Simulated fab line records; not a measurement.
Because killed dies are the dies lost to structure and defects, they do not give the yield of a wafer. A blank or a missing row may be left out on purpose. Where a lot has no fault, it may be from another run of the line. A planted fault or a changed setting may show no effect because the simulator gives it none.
Split-lot study -- flow n5-finfet -- on a route of 1938 steps: 7 lots, 21 wafers read

THE SPLIT ITSELF
At N5_MIM_BOT_SPUTTER_00 (material TiN, target thk 35 nm, time 89.7 s), the setting time-s was moved away from the recipe's 89.7 s on 8 of the 21 wafers read, by -8.8% to +11.0%. For the rest of the wafers, this setting stayed at what the recipe calls for.

The reading is taken at the split's own step.

THE READING
TiN_of_MIM_BOT_SPUTTER_00.thk-nm (the simulator's own value, which no gauge read), in nm, at N5_MIM_BOT_SPUTTER_00 (material TiN, target thk 35 nm, time 89.7 s). The file does not state a usual value for it. The 13 wafers here that ran the recipe average 34.8 nm, standard deviation 0.24 nm.

wafer,"tool, chamber at the split","time-s as run, s",against the recipe,"TiN_of_MIM_BOT_SPUTTER_00.thk-nm, nm",against lot-mates on the recipe
L080.1,"pvd-sputter-02, -",89.7,recipe,34.8,-
L080.4,"pvd-sputter-02, -",89.7,recipe,35.2,-
L080.5,"pvd-sputter-02, -",97.62,+8.8%,38.2,+3.2
L083.2,"pvd-sputter-03, -",89.7,recipe,35,-
L083.3,"pvd-sputter-03, -",89.7,recipe,35,-
L083.4,"pvd-sputter-03, -",89.7,recipe,35.2,-
L085.3,"pvd-sputter-02, -",81.77,-8.8%,32,-2.6
L085.4,"pvd-sputter-02, -",81.77,-8.8%,31.4,-3.2
L085.6,"pvd-sputter-02, -",89.7,recipe,34.6,-
L084.3,"pvd-sputter-02, -",89.7,recipe,35,-
L084.4,"pvd-sputter-02, -",89.7,recipe,34.8,-
L084.6,"pvd-sputter-02, -",89.7,recipe,34.6,-
L076.1,"pvd-sputter-01, -",89.7,recipe,35,-
L076.2,"pvd-sputter-01, -",99.61,+11.0%,38.4,+3.7
L076.3,"pvd-sputter-01, -",89.7,recipe,34.4,-
L090.1,"pvd-sputter-01, -",97.62,+8.8%,37.8,+3.0
L090.3,"pvd-sputter-01, -",97.62,+8.8%,37.4,+2.6
L090.4,"pvd-sputter-01, -",89.7,recipe,34.8,-
L093.1,"pvd-sputter-03, -",89.7,recipe,34.6,-
L093.3,"pvd-sputter-03, -",96.2,+7.2%,36.8,+2.2
L093.5,"pvd-sputter-03, -",96.2,+7.2%,36.8,+2.2

FIT RESULTS
A straight line over all 21 wafers: TiN_of_MIM_BOT_SPUTTER_00.thk-nm changes by +0.33 nm for each +1% of time-s; r = +0.99; the points scatter about the line by 0.29 nm.
The same after taking each lot's own level away (the mean of its wafers on the recipe; 21 wafers): +0.327 nm for each +1%; r = +0.99; scatter 0.21 nm.
On that fit, the largest move of time-s shifts the reading by 3.6 nm.
From 34.60 to 35.07 nm: that is the span of the lots' own levels, equal to 2.0 times the standard deviation above.
Consequently the slope shifts little with the lot-to-lot level, the two slopes agreeing.
Check: with one of the wafers moved furthest among these (+11.0%) left out of the fit, the line predicts +3.58 nm for it against its lot-mates. It came out at +3.7 nm against them.

THE FILE'S OWN FIT
TiN_of_MIM_BOT_SPUTTER_00.thk-nm changes by +0.331 nm for each +1% of time-s, r = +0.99.
